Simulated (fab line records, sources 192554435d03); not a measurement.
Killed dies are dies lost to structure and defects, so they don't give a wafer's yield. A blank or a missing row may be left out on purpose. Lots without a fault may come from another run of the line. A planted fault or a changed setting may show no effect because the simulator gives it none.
Chamber matching | flow n5_finfet | N5_FIN_SAQP_HM_OPEN_33 on rie_diel-05: 4 sister chambers
The step chemistry CH3F/O2, target SiNx, target depth 49.4 nm, time 70.6 s. 16 wafers are shown with their chamber, then 8 later ones without.

WAFERS WITH THEIR CHAMBER
wafer  | chamber | drypump_motor_current_A (A) | rf_vpp_V (V) | throttle_valve_pct (%)
L074.4 | 1       | 6.1                         | 302          | 16.39
L074.5 | 1       | 6.1                         | 304          | 16.36
L074.6 | 2       | 5.9                         | 308          | 16.12
L076.2 | 0       | 5.6                         | 298          | 16.20
L076.3 | 1       | 6.1                         | 300          | 16.38
L076.6 | 1       | 6.1                         | 301          | 16.38
L082.2 | 1       | 6.1                         | 302          | 16.39
L082.3 | 2       | 5.9                         | 309          | 16.18
L082.6 | 0       | 5.6                         | 300          | 16.24
L084.4 | 3       | 6.1                         | 295          | 16.33
L084.5 | 1       | 6.1                         | 301          | 16.41
L084.6 | 0       | 5.6                         | 299          | 16.23
L085.3 | 3       | 6.1                         | 294          | 16.34
L085.5 | 1       | 6.0                         | 301          | 16.42
L085.6 | 0       | 5.5                         | 300          | 16.24
L087.1 | 2       | 5.9                         | 309          | 16.17

SIGNATURES (means of the wafers above)
reading                 | chamber 0 | chamber 1 | chamber 2 | chamber 3 | scatter within a chamber
drypump_motor_current_A | 5.575     | 6.086     | 5.900     | 6.100     | 0.0366
rf_vpp_V                | 299.25    | 301.57    | 308.67    | 294.50    | 1.07
throttle_valve_pct      | 16.2275   | 16.3900   | 16.1567   | 16.3350   | 0.0216
Rule: a wafer's distance from a chamber is the root of the sum, over the readings, of the square of ((its reading less the chamber's mean) divided by the reading's scatter). The wafer belongs to the nearest chamber; if the next one is less than 2 further off, it can't be placed. The scatter: the root of (the sum of the squares of (reading less its chamber's mean) over the shown wafers, divided by (wafers less chambers)).

WAFERS WITHOUT THEIR CHAMBER
wafer  | drypump_motor_current_A (A) | rf_vpp_V (V) | throttle_valve_pct (%)
L087.3 | 6.0                         | 302          | 16.42
L087.4 | 5.5                         | 299          | 16.25
L092.3 | 5.6                         | 299          | 16.29
L092.4 | 5.9                         | 308          | 16.22
L092.5 | 5.9                         | 310          | 16.22
L093.1 | 6.1                         | 294          | 16.38
L093.4 | 5.9                         | 308          | 16.23
L093.6 | 5.6                         | 299          | 16.29

WHICH CHAMBER EACH WENT THROUGH
wafer  | from the rows above | in truth
L087.3 | 1                   | 1
L087.4 | 0                   | 0
L092.3 | 0                   | 0
L092.4 | 2                   | 2
L092.5 | 2                   | 2
L093.1 | 3                   | 3
L093.4 | 2                   | 2
L093.6 | 0                   | 0
Placed correctly: 8 of 8. Can't be placed from these rows: 0. Placed wrongly: 0.
